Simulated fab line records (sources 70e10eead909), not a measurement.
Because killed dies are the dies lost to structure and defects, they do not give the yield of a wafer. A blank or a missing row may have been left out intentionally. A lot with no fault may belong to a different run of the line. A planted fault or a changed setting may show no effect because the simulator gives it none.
A lot that was struck, set against a sound lot ; flow nandHarc ; 17 out of 1302 route steps
Sound: the wafers L321.3, L321.4, L321.6. Wafers L318.2, L318.4 were the ones struck. The cause is given at the end.
Per side, at each step with rows, come the tool, then ch with its chambers, and then its first start. Under that, the readings that differ: sound wafers ; struck wafers ; difference of the means ; sigmas: that difference in standard deviations of wafers without a fault.
alike: same words and numbers on both sides, and readings whose means sit less than 2 such deviations apart. not compared: any withheld reading, any reading some wafer has no value for, any bound like >300 that may hide the same value, and any number with overlapping values for which the record gives no deviation.
Wherever a step has rows on one side only, a row that says differs or no value, or a row with sigmas, the two part there. Non-overlapping numbers with no deviation appear without sigmas and do not part them. A reading missing from all wafers of one side parts the sides only when that side holds two or more wafers.

NHARC_A_M1_INSPECT_11:
  sound on defectInspect-01 at day 31 02:28; struck on defectInspect-01 at day 29 01:05
  alike: rawDefectCount
NHARC_A_M1_DESCUM_14: chemistry O2, time 3 s.
  sound on rieDiel-05 ch 0,1, day 31 02:31; struck on rieDiel-11 ch 2,3, day 29 01:09
  alike: drypumpMotorCurrentA, mfcArSccm, oesProductAu, rfVppV, showerheadPlenumPTorr, throttleValvePct
  not compared: rfHoursCounterH
NHARC_A_M1_ETCH_35: etches the open film in N2/H2, target depth 40 nm, overetch 12 nm, time 43.94 s.
  sound on rieDiel-05 ch 1,3, day 31 02:37; struck on rieDiel-11 ch 0,3, day 29 01:14
reading;sound;struck;difference;sigmas
throttleValvePct (%);14.189 14.186 14.172;14.161 14.152;-0.026;-3
  alike: biasW, drypumpMotorCurrentA, mfcArSccm, n2FlowSccm, oesProductAu, rfVppV, showerheadPlenumPTorr
  not compared: rfHoursCounterH
NHARC_A_M1_ETCH_15: etches the open film in C4F8/Ar, target depth 182.5 nm, time 91.2 s.
  sound: rieDiel-05 ch 0,1,3; struck: rieDiel-11 ch 1,2
  alike: biasW, oesProductAu, rfVppV
  not compared: rfHoursCounterH
NHARC_A_M1_CD_MEAS_16:
  sound on cdSem-02 at day 31 02:50; struck on cdSem-02 at day 29 01:28
  alike: cdNm
then, 4 steps without rows for these wafers: NHARC_A_M1_STRIP_18 (strips in N2/H2); NHARC_A_M1_ETCH_28 (etches the open film in CF4/N2, target depth 30 nm, time 72.99 s); NHARC_A_M1_STRIP_19 (strips in post etch residue remover, time 600 s); NHARC_A_M1_DEGAS_29 (time 60 s).
NHARC_A_M1_PRE_CLEAN_30: time 30 s.
  sound on pvdSputter-02; struck on pvdSputter-01
  alike: heaterPowerW
then, 1 step without rows for these wafers: NHARC_A_M1_PVD_20 (deposits TaN, target thk 5 nm, time 8.06 s).
NHARC_A_M1_PVD_21: deposits Cu, target thk 30 nm, time 20.49 s.
  sound on pvdSputter-02; struck on pvdSputter-01
reading;sound;struck;difference;sigmas
throttleValvePct (%);31.0 32.0 30.9;28.8 29.5;-2.2;-2
NHARC_A_M1_ECD_22: material Cu, target thk 400 nm.
  sound on ecdCu-01 ch 0,1, day 31 04:00; struck on ecdCu-02 ch 1, day 29 02:35
then, 1 step without rows for these wafers: NHARC_A_M1_ANNEAL_31 (time 90 s).
NHARC_A_M1_CMP_23: polishes, t overpolish 20 s, target thk 154.34 nm.
  sound on cmp-01 ch 0,1,3, day 31 04:39; struck on cmp-01 ch 2,3, day 29 03:22
reading;sound;struck;difference;sigmas
timeToEndpointS (s);30 21 26;14 16;-11;-4
  alike: motorCurrentA, retainingRingPressureFrac, slurryFlowMlMin
NHARC_A_M1_THK_MEAS_24: measures by xrf.
  sound on filmMetro-01 at day 31 04:56; struck on filmMetro-02 at day 29 03:38
  alike: thkNm
NHARC_END_SORT_01:
  sound on prober-01 ch 0, day 32 21:28; struck on prober-02 ch 0, day 30 16:23
  alike: defectLimitedYield, killedAtArray, killedAtOther, killedAtPeriphery, killedDies, killedOpen, killedShort, sort_bin_2_pct, sort_bin_3_pct, sort_bin_4_pct, sortNPass, sortRimYieldPct, sortYieldPct

== WHERE THEY PART ==
First at NHARC_A_M1_ETCH_35; last, within this record, at NHARC_A_M1_CMP_23. Later steps at which nothing parts them and some readings are alike: NHARC_A_M1_THK_MEAS_24, NHARC_END_SORT_01.

WHY: what had been put in by the simulator
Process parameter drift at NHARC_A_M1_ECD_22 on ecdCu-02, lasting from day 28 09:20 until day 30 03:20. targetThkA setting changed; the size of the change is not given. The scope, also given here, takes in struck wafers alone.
